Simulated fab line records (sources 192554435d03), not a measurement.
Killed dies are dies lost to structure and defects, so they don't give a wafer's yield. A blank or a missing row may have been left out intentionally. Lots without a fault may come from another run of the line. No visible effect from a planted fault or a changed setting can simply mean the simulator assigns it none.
fab line records -- flow n5_finfet
[record] lots = 6, wafers = 18, last_day = 18
route steps=1938 shown BEOL_M11@1596 BEOL_M12@1602
lots that met no fault: taken from a fault-free run of the same line
start_h: the number of hours between the record's first day and the start of the first shown wafer of the lot -- wait_h: hours from the lot's prior step to this one -- " unchanged from the row above -- L1.1+2: one row covering several wafers at once -- - no value present, or no start provided -- * or withheld: withheld -- < > ~ a bound
route shown NAME@n: names a module that has steps shown in the file, with the first one's number in the route -- usual: average and standard deviation across the fault-free wafers -- same: alike in all rows -- chamber/n: place in a boat -- sites: readings site by site -- _std_site: standard deviation across them -- _edge_site: inner sites' mean taken away from outer sites' mean -- radius_mm: for every site, how far away it sits from the centre of the wafer -- mask NAME#n: copy n -- behind: the most recent tool/chamber to have shaped the wafer -- hold: why the lot went on hold/how many hours it stayed there/how the hold came to an end -- device: transistor that didn't switch, given as n, p or np -- end of line: the same wafers' tests at the end of the route -- step lacking rows: just its recipe -- killed: not the wafer's yield, but the dies lost to structure and defects at the first sort -- map: shows each die of a wafer: x if killed, . if not, _ if none is there
set.NAME: the run value of the setting; set.NAME@STEP: its run value at that earlier step -- model.NAME: the simulator's own value behind a step, which no gauge read
lots at some steps of the route; a table a step, a row a wafer
services: the hour from which a tool's chamber was out of use, counted from the record's first day as start_h (under 0 if before that day), plus the number of hours and why
[[steps]]
[step N5_BEOL_M11_CMP_52]
[recipe] stop_on = SiCOH_lowk, t_overpolish_s = 7, down_force_psi = 1, platen_rpm = 50, clearing_platen_down_force_psi = 1.5, clearing_platen_rpm = 50, post_cmp_clean = cu_alkaline, target_thk_nm = 140, clearing_platen_pad_velocity_m_s = 0.99484, pad_velocity_m_s = 0.99484
[usual] barrier_field_endpoint_s = 29.1/0.85, edge_zone_pressure_frac = 1.000/0.0048, motor_current_A = 6.2/0.64, overpolish_run_s = 7.000/0.0097, time_to_endpoint_s = 67/3.5
lot.wafer,tool,chamber,start_h,wait_h,barrier_field_endpoint_s,edge_zone_pressure_frac,motor_current_A,overpolish_run_s,time_to_endpoint_s
L452.2,cmp-02,2,270.39,0.2,29.6,1.003,7.4,7.004,66
L452.4,cmp-02,0,270.39,0.2,28.7,1.000,4.4,7.015,64
L452.6,cmp-02,1,270.39,0.2,28.6,1.005,5.3,6.999,66
L457.1,cmp-02,1,315.20,0.4,27.9,1.006,5.4,6.993,62
L457.3,cmp-02,2,315.20,0.4,27.3,0.993,7.5,7.014,62
L457.5,cmp-02,1,315.20,0.4,28.0,1.010,5.4,6.998,61
L460.3,cmp-02,1,315.60,0.2,28.1,1.002,5.2,7.009,65
L460.2,cmp-02,2,315.60,0.2,28.2,1.005,7.5,6.991,65
L460.5,cmp-02,2,315.60,0.2,28.3,0.996,7.8,6.998,64
L459.3,cmp-04,0,316.61,0.2,29.7,1.001,5.7,7.004,66
L459.4,cmp-04,1,316.61,0.2,30.0,0.997,6.2,6.997,68
L459.5,cmp-04,3,316.61,0.2,30.3,1.000,5.9,6.993,67
L465.3,cmp-04,2,349.78,0.2,28.9,1.008,6.5,6.981,66
L465.2,cmp-04,3,349.78,0.2,28.9,1.004,5.4,6.996,69
L465.5,cmp-04,0,349.78,0.2,28.4,1.008,5.9,7.002,66
L469.1,cmp-03,0,379.46,0.3,29.9,1.003,6.3,6.988,69
L469.6,cmp-03,3,379.46,0.3,28.5,0.996,6.8,6.987,63
L469.5,cmp-03,0,379.46,0.3,29.6,0.999,6.1,6.993,68
[step N5_BEOL_M11_THK_MEAS_53]
[recipe] thk_meas_gauge = xrf, reads = Cu_of_BEOL_M11_ECD_50
[usual] M11_THK = 137.9/2.3
lot.wafer,tool,chamber,start_h,wait_h,M11_THK[nm]
L452.2,film_metro-01,-,270.65,-,139.3
L452.4,film_metro-01,-,270.65,-,137.8
L452.6,film_metro-01,-,270.65,-,137.8
L457.1,film_metro-01,-,315.46,-,137.3
L457.3,film_metro-01,-,315.46,-,138.2
L457.5,film_metro-01,-,315.46,-,137.0
L460.2,film_metro-02,-,315.89,-,137.1
L460.3,film_metro-02,-,315.89,-,135.6
L460.5,film_metro-02,-,315.89,-,137.0
L459.3,film_metro-02,-,316.87,-,138.4
L459.4,film_metro-02,-,316.87,-,139.4
L459.5,film_metro-02,-,316.87,-,139.9
L465.2,film_metro-01,-,349.99,-,135.5
L465.3,film_metro-01,-,349.99,-,136.3
L465.5,film_metro-01,-,349.99,-,135.7
L469.1,film_metro-02,-,379.72,-,138.3
L469.5,film_metro-02,-,379.72,-,135.5
L469.6,film_metro-02,-,379.72,-,133.7
[step N5_BEOL_M11_PRE_CLEAN_55]
[recipe] gas = NH3, time_s = 15, temp_c = withheld, rf_power_w = 300
[step N5_BEOL_M11_DEP_56]
[recipe] material = SiCN, target_thk_a = 300, temp_c = withheld, precursor = 3MS/NH3, pressure_torr = 3, rf_w = 675, time_s = 10.5
[usual] rf_fwd_power_W = 666.4/2.6, showerhead_plenum_p_Torr = 4.165/0.0085, throttle_valve_pct = 18.0/1.1
lot.wafer,tool,chamber,start_h,wait_h,rf_fwd_power_W,showerhead_plenum_p_Torr,throttle_valve_pct
L452.2,pecvd-01,1,270.71,0.0,669.0,4.165,18.8
L452.4,pecvd-01,2,270.71,0.0,660.3,4.169,16.4
L452.6,pecvd-01,1,270.71,0.0,667.0,4.159,18.3
L457.1,pecvd-01,1,315.52,0.0,669.7,4.154,18.6
L457.3,pecvd-01,0,315.52,0.0,666.4,4.174,19.6
L457.5,pecvd-01,0,315.52,0.0,667.4,4.170,19.3
L460.2,pecvd-01,0,315.95,0.0,668.0,4.170,19.3
L460.3,pecvd-01,2,315.95,0.0,665.5,4.156,16.5
L460.5,pecvd-01,0,315.95,0.0,666.2,4.171,19.4
L459.3,pecvd-02,1,316.93,0.0,668.5,4.156,18.1
L459.4,pecvd-02,2,316.93,0.0,668.4,4.161,16.7
L459.5,pecvd-02,1,316.93,0.0,666.5,4.156,18.1
L465.2,pecvd-02,1,350.06,0.0,666.2,4.155,18.4
L465.3,pecvd-02,2,350.06,0.0,669.4,4.176,16.7
L465.5,pecvd-02,0,350.06,0.0,663.2,4.173,18.2
L469.1,pecvd-01,2,379.78,0.0,662.4,4.171,16.3
L469.5,pecvd-01,0,379.78,0.0,665.9,4.168,19.3
L469.6,pecvd-01,2,379.78,0.0,661.5,4.162,16.5
[step N5_BEOL_M11_RS_MEAS_57]
[recipe] thk_meas_gauge = four-point-probe, reads = Cu_of_BEOL_M11_ECD_50+Co_of_BEOL_M11_CVD_75+TaN_of_BEOL_M11_ALD_74
[usual] M11_RS = 0.1506/0.0025
lot.wafer,tool,chamber,start_h,wait_h,M11_RS[ohm/sq]
L452.2,film_metro-01,-,270.77,0.0,0.1496
L452.4,film_metro-01,-,270.77,0.0,0.1513
L452.6,film_metro-01,-,270.77,0.0,0.1511
L457.1,film_metro-02,-,315.59,0.0,0.1526
L457.3,film_metro-02,-,315.59,0.0,0.1507
L457.5,film_metro-02,-,315.59,0.0,0.1527
L460.2,film_metro-01,-,316.02,0.0,0.1509
L460.3,film_metro-01,-,316.02,0.0,0.1526
L460.5,film_metro-01,-,316.02,0.0,0.1515
L459.3,film_metro-02,-,316.99,0.0,0.1499
L459.4,film_metro-02,-,316.99,0.0,0.1488
L459.5,film_metro-02,-,316.99,0.0,0.1485
L465.2,film_metro-02,-,350.12,0.0,0.1529
L465.3,film_metro-02,-,350.12,0.0,0.1519
L465.5,film_metro-02,-,350.12,0.0,0.1528
L469.1,film_metro-02,-,379.84,0.0,0.1496
L469.5,film_metro-02,-,379.84,0.0,0.1520
L469.6,film_metro-02,-,379.84,0.0,0.1555
[step N5_BEOL_M11_INSPECT_58]
[recipe] inspect_instrument = darkfield, mode = post_dep
[usual] raw_defect_count = 70/25
lot.wafer,tool,chamber,start_h,wait_h,raw_defect_count
L452.2,defect_inspect-02,-,270.80,0.0,53
L452.4,defect_inspect-02,-,270.80,0.0,73
L452.6,defect_inspect-02,-,270.80,0.0,43
L457.1,defect_inspect-02,-,315.61,0.0,28
L457.3,defect_inspect-02,-,315.61,0.0,58
L457.5,defect_inspect-02,-,315.61,0.0,62
L460.2,defect_inspect-02,-,316.04,0.0,61
L460.3,defect_inspect-02,-,316.04,0.0,90
L460.5,defect_inspect-02,-,316.04,0.0,65
L459.3,defect_inspect-01,-,317.02,0.0,111
L459.4,defect_inspect-01,-,317.02,0.0,56
L459.5,defect_inspect-01,-,317.02,0.0,70
L465.2,defect_inspect-01,-,350.15,0.0,52
L465.3,defect_inspect-01,-,350.15,0.0,73
L465.5,defect_inspect-01,-,350.15,0.0,44
L469.1,defect_inspect-01,-,379.87,0.0,64
L469.5,defect_inspect-01,-,379.87,0.0,44
L469.6,defect_inspect-01,-,379.87,0.0,99
[step N5_BEOL_M12_ILD_DEP_00]
[recipe] material = SiOC, target_thk_a = 6589.2, temp_c = 350, precursor = DEMS/O2, pressure_torr = 5, rf_w = 500, time_s = 130.7
[usual] heater_power_w = 543/95, rf_fwd_power_W = 497.1/1.5, showerhead_plenum_p_Torr = 5.696/0.013, throttle_valve_pct = 11.4/0.51
lot.wafer,tool,chamber,start_h,wait_h,heater_power_w,rf_fwd_power_W,showerhead_plenum_p_Torr,throttle_valve_pct
L452.2,pecvd-04,0,270.84,0.0,562,496.2,5.711,10.8
L452.4,pecvd-04,1,270.84,0.0,676,498.2,5.650,11.5
L452.6,pecvd-04,2,270.84,0.0,532,497.6,5.699,10.9
L457.1,pecvd-04,0,315.65,0.0,600,497.6,5.706,11.0
L457.3,pecvd-04,1,315.65,0.0,671,495.8,5.688,11.7
L457.5,pecvd-04,1,315.65,0.0,696,495.6,5.673,11.6
L460.2,pecvd-02,2,316.08,0.0,376,498.4,5.699,11.0
L460.3,pecvd-02,1,316.08,0.0,590,498.1,5.688,11.9
L460.5,pecvd-02,0,316.08,0.0,498,497.8,5.693,11.9
L459.3,pecvd-04,2,317.05,0.0,556,500.6,5.672,11.3
L459.4,pecvd-04,1,317.05,0.0,672,496.4,5.706,11.5
L459.5,pecvd-04,2,317.05,0.0,577,500.7,5.684,11.1
L465.2,pecvd-02,2,350.18,0.0,340,499.1,5.694,11.1
L465.3,pecvd-02,0,350.18,0.0,494,498.0,5.702,12.0
L465.5,pecvd-02,0,350.18,0.0,512,494.6,5.703,12.1
L469.1,pecvd-04,0,379.90,0.0,586,500.0,5.705,11.1
L469.5,pecvd-04,0,379.90,0.0,615,497.1,5.706,11.0
L469.6,pecvd-04,1,379.90,0.0,678,496.0,5.683,11.5
[step N5_BEOL_M12_THK_MEAS_01]
[recipe] reads = SiOC_of_BEOL_M12_ILD_DEP_00
[usual] M12_ILD_THK = 658/7.8
lot.wafer,tool,chamber,start_h,wait_h,M12_ILD_THK[nm]
L452.2,film_metro-01,-,270.97,0.1,649
L452.4,film_metro-01,-,270.97,0.1,660
L452.6,film_metro-01,-,270.97,0.1,659
L457.1,film_metro-02,-,315.78,0.1,645
L457.3,film_metro-02,-,315.78,0.1,651
L457.5,film_metro-02,-,315.78,0.1,662
L460.2,film_metro-01,-,316.21,0.1,662
L460.3,film_metro-01,-,316.21,0.1,649
L460.5,film_metro-01,-,316.21,0.1,673
L459.3,film_metro-01,-,317.18,0.1,653
L459.4,film_metro-01,-,317.18,0.1,668
L459.5,film_metro-01,-,317.18,0.1,663
L465.2,film_metro-02,-,350.31,0.1,655
L465.3,film_metro-02,-,350.31,0.1,652
L465.5,film_metro-02,-,350.31,0.1,667
L469.1,film_metro-01,-,380.04,0.1,651
L469.5,film_metro-01,-,380.04,0.1,657
L469.6,film_metro-01,-,380.04,0.1,664
[step N5_BEOL_M12_COAT_58]
[recipe] resist = BARC, temp_c = 205, time_s = 60, spin_rpm = 1500, resist_thk_nm = 89
[step N5_BEOL_M12_COAT_04]
[recipe] spin_rpm = 1625, resist_thk_nm = 400
[step N5_BEOL_M12_EBR_06]
[recipe] solvent = PGMEA, ebr_width_mm = 1.5
[step N5_BEOL_M12_SOFTBAKE_05]
[recipe] temp_c = 130, time_s = 60
[step N5_BEOL_M12_EXPOSE_07]
[recipe] mask_id = V11, na = 0.93, source_shape = conventional, sigma_outer = 0.6, polarization = unpolarized, attpsm_phase_deg = 180, dose_mj = 32.5
[usual] exposure_dose_mJ_cm2 = 32.48/0.032, focus_offset_nm = -0.1/0.47, reticle_temp_C = 23.02/0.094, sigma_outer = 0.6/0
lot.wafer,tool,chamber,start_h,wait_h,mask,exposure_dose_mJ_cm2,focus_offset_nm,reticle_temp_C,sigma_outer
L452.2,krf_scanner-02,0,271.10,-,V11#0,32.47,0.9,22.83,0.6
L452.4,krf_scanner-02,0,271.10,-,V11#0,32.52,0.7,22.93,0.6
L452.6,krf_scanner-02,0,271.10,-,V11#0,32.45,-0.3,22.96,0.6
L457.1,krf_scanner-02,-,316.04,-,V11#0,-,-,-,-
L457.3,krf_scanner-02,-,316.04,-,V11#0,-,-,-,-
L457.5,krf_scanner-02,-,316.04,-,V11#0,-,-,-,-
L460.2,krf_scanner-01,0,316.47,-,V11#0,32.47,-0.4,22.98,0.6
L460.3,krf_scanner-01,0,316.47,-,V11#0,32.50,-0.9,22.85,0.6
L460.5,krf_scanner-01,0,316.47,-,V11#0,32.51,-0.3,22.92,0.6
L459.3,krf_scanner-01,-,317.33,-,V11#0,-,-,-,-
L459.4,krf_scanner-01,-,317.33,-,V11#0,-,-,-,-
L459.5,krf_scanner-01,-,317.33,-,V11#0,-,-,-,-
L465.2,krf_scanner-01,0,350.45,-,V11#0,32.48,-0.6,22.95,0.6
L465.3,krf_scanner-01,0,350.45,-,V11#0,32.43,0.0,22.82,0.6
L465.5,krf_scanner-01,0,350.45,-,V11#0,32.43,0.4,22.87,0.6
L469.1,krf_scanner-02,0,380.33,-,V11#0,32.51,-0.3,23.05,0.6
L469.5,krf_scanner-02,0,380.33,-,V11#0,32.47,0.7,23.04,0.6
L469.6,krf_scanner-02,0,380.33,-,V11#0,32.51,-0.4,22.90,0.6
[step N5_BEOL_M12_PEB_08]
[recipe] peb_temp_c = 130, peb_time_s = 90
[[services]]
tool,chamber,start_h,hours,kind
cmp-03,-,252.05,1.9,repair
pecvd-02,2,260.86,-,calibration
cmp-02,-,262.98,0.3,repair
cmp-02,-,275.49,1.8,repair
cmp-04,-,292.04,4.0,pm
krf_scanner-01,-,301.17,0.5,repair
cmp-03,-,308.01,3.7,pm
cmp-03,-,314.98,1.8,repair
krf_scanner-02,-,320.11,0.8,pm
krf_scanner-01,-,335.24,4.0,pm
pecvd-01,1,337.56,2.1,scheduled_down
cmp-03,-,340.49,1.3,repair
cmp-02,-,341.26,5.8,pm
cmp-04,-,352.73,5.7,pm
cmp-02,-,357.16,3.5,repair
krf_scanner-02,-,359.05,1.3,pm
cmp-04,-,361.04,1.5,repair
krf_scanner-02,-,361.65,1.0,pm
cmp-02,-,363.14,3.4,repair
krf_scanner-01,-,363.57,1.3,repair
cmp-04,-,371.75,3.4,repair
krf_scanner-02,-,373.34,0.3,repair
krf_scanner-01,-,375.49,1.0,pm
krf_scanner-01,-,379.55,0.5,repair
[[key]]
[first_sign] step = N5_BEOL_M12_EXPOSE_07, reading = tool_record, direction = missing
effect none on later readings
met_at N5_BEOL_M12_EXPOSE_07
struck_wafers L457.1,L457.3,L457.5,L459.3,L459.4,L459.5
later_rows_left_out L457.1,L457.3,L457.5,L459.3,L459.4,L459.5
sort_left_out L457.1,L457.3,L457.5,L459.3,L459.4,L459.5
onset_between 271.10 316.04
[fault] kind = skipped_step_whole, tool = krf_scanner-01,krf_scanner-02, chamber = -, onset_h = 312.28, steps = N5_BEOL_M12_EXPOSE_07, scope = struck_lots_only
// sort_left_out: the simulated sort isn't trusted on such a fault, so these wafers' sort isn't shown, and their yield isn't known
// later_rows_left_out: the simulator's readings of these wafers behind a module that went badly wrong aren't trusted and aren't shown, but for the sort
